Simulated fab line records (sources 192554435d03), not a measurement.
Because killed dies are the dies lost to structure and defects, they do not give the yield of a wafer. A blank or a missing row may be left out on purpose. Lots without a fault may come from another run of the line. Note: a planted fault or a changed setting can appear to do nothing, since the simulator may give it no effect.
Lot-split experiment / flow n5 finfet / 21 wafers read from 7 lots, route of 1938 steps

== THE SPLIT ITSELF ==
At N5_BEOL_M2_ILD_DEP_00 (deposits SiOC from DEMS/O2, target thk 79 nm, time 15.3 s), the setting time s was moved away from the recipe's 15.3 s on 9 of the 21 wafers read, by -13.3% to +5.8%. All remaining wafers had this setting at the recipe value.

Split to reading: the file shows no intervening step.

== THE READING ==
M2_ILD_THK (nm), taken at N5_BEOL_M2_THK_MEAS_01. A value of 78.7 nm with a standard deviation of 0.96 nm is what fault-free wafers of this fab line usually give.

wafer=L083.1; tool, chamber at the split=pecvd-03, 2; time s as run, s=15.3; against the recipe=recipe; M2_ILD_THK, nm=77.3; against lot-mates on the recipe=-
wafer=L083.2; tool, chamber at the split=pecvd-03, 1; time s as run, s=13.27; against the recipe=-13.3%; M2_ILD_THK, nm=67.8; against lot-mates on the recipe=-10.4
wafer=L083.5; tool, chamber at the split=pecvd-03, 1; time s as run, s=15.3; against the recipe=recipe; M2_ILD_THK, nm=79.1; against lot-mates on the recipe=-
wafer=L082.2; tool, chamber at the split=pecvd-04, 2; time s as run, s=14.11; against the recipe=-7.8%; M2_ILD_THK, nm=72.3; against lot-mates on the recipe=-6.5
wafer=L082.3; tool, chamber at the split=pecvd-04, 0; time s as run, s=15.3; against the recipe=recipe; M2_ILD_THK, nm=77.9; against lot-mates on the recipe=-
wafer=L082.4; tool, chamber at the split=pecvd-04, 0; time s as run, s=15.3; against the recipe=recipe; M2_ILD_THK, nm=79.8; against lot-mates on the recipe=-
wafer=L085.1; tool, chamber at the split=pecvd-03, 2; time s as run, s=16.18; against the recipe=+5.8%; M2_ILD_THK, nm=81.4; against lot-mates on the recipe=+3.7
wafer=L085.2; tool, chamber at the split=pecvd-03, 0; time s as run, s=15.3; against the recipe=recipe; M2_ILD_THK, nm=77.3; against lot-mates on the recipe=-
wafer=L085.4; tool, chamber at the split=pecvd-03, 0; time s as run, s=15.3; against the recipe=recipe; M2_ILD_THK, nm=78.2; against lot-mates on the recipe=-
wafer=L089.3; tool, chamber at the split=pecvd-03, 0; time s as run, s=16.12; against the recipe=+5.4%; M2_ILD_THK, nm=81.2; against lot-mates on the recipe=+3.1
wafer=L089.4; tool, chamber at the split=pecvd-03, 1; time s as run, s=16.12; against the recipe=+5.4%; M2_ILD_THK, nm=82.5; against lot-mates on the recipe=+4.4
wafer=L089.5; tool, chamber at the split=pecvd-03, 1; time s as run, s=15.3; against the recipe=recipe; M2_ILD_THK, nm=78.1; against lot-mates on the recipe=-
wafer=L092.3; tool, chamber at the split=pecvd-04, 1; time s as run, s=16.18; against the recipe=+5.8%; M2_ILD_THK, nm=81.9; against lot-mates on the recipe=+3.6
wafer=L092.4; tool, chamber at the split=pecvd-04, 2; time s as run, s=15.3; against the recipe=recipe; M2_ILD_THK, nm=78.3; against lot-mates on the recipe=-
wafer=L092.6; tool, chamber at the split=pecvd-04, 1; time s as run, s=16.18; against the recipe=+5.8%; M2_ILD_THK, nm=83.4; against lot-mates on the recipe=+5.1
wafer=L093.1; tool, chamber at the split=pecvd-04, 2; time s as run, s=15.3; against the recipe=recipe; M2_ILD_THK, nm=78.1; against lot-mates on the recipe=-
wafer=L093.2; tool, chamber at the split=pecvd-04, 1; time s as run, s=15.3; against the recipe=recipe; M2_ILD_THK, nm=77.0; against lot-mates on the recipe=-
wafer=L093.4; tool, chamber at the split=pecvd-04, 2; time s as run, s=15.3; against the recipe=recipe; M2_ILD_THK, nm=78.0; against lot-mates on the recipe=-
wafer=L094.3; tool, chamber at the split=pecvd-01, 2; time s as run, s=16.06; against the recipe=+5.0%; M2_ILD_THK, nm=83.2; against lot-mates on the recipe=+4.9
wafer=L094.4; tool, chamber at the split=pecvd-01, 0; time s as run, s=16.06; against the recipe=+5.0%; M2_ILD_THK, nm=83.3; against lot-mates on the recipe=+5.0
wafer=L094.5; tool, chamber at the split=pecvd-01, 1; time s as run, s=15.3; against the recipe=recipe; M2_ILD_THK, nm=78.3; against lot-mates on the recipe=-

FIT RESULTS
A straight line over all 21 wafers: M2_ILD_THK changes by +0.776 nm for each +1% of time s; r = +0.97; the points scatter about the line by 0.84 nm.
The same after taking each lot's own level away (the mean of its wafers on the recipe; 21 wafers): +0.79 nm for each +1%; r = +0.98; scatter 0.73 nm.
Per that fit: largest time s move, reading shift of 10 nm.
The lots' own levels span 77.70 to 78.85 nm, that is 1.2 times the standard deviation above.
Consequently the slope shifts little with the lot-to-lot level, the two slopes agreeing.
Check: for one of the wafers moved furthest among these (-13.3%), held out of the fit, the line's prediction against its lot-mates is -10.6 nm. Against them it came out at -10.4 nm.

== ADDITIONAL SPLITS CARRIED BY THESE WAFERS ==
Before the reading, these wafers also passed through other splits. Each is held against what the fit with the lots' levels taken away leaves over:
other split on the same wafers=N5_BEOL_M1_COAT_73 temp c; wafers away from the commonest value=5; r with M2_ILD_THK (lot level and that fit taken away)=+0.03

== THE WHOLE CHAIN: every reading that the file lists as answering this split, in the file's order ==
step=N5_BEOL_M2_ILD_DEP_00; what it does=deposits SiOC from DEMS/O2, target thk 79 nm, time 15.3 s; reading=SiOC_of_BEOL_M2_ILD_DEP_00.thk nm (the simulator's own value, which no gauge read); change (the file's fit)=+0.785 nm for each +1% of the setting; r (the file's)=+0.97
step=N5_BEOL_M2_THK_MEAS_01; what it does=; reading=M2_ILD_THK; change (the file's fit)=+0.782 for each +1% of the setting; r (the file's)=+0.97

== THE FILE'S OWN FIT ==
M2_ILD_THK changes by +0.782 nm for each +1% of time s, r = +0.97.
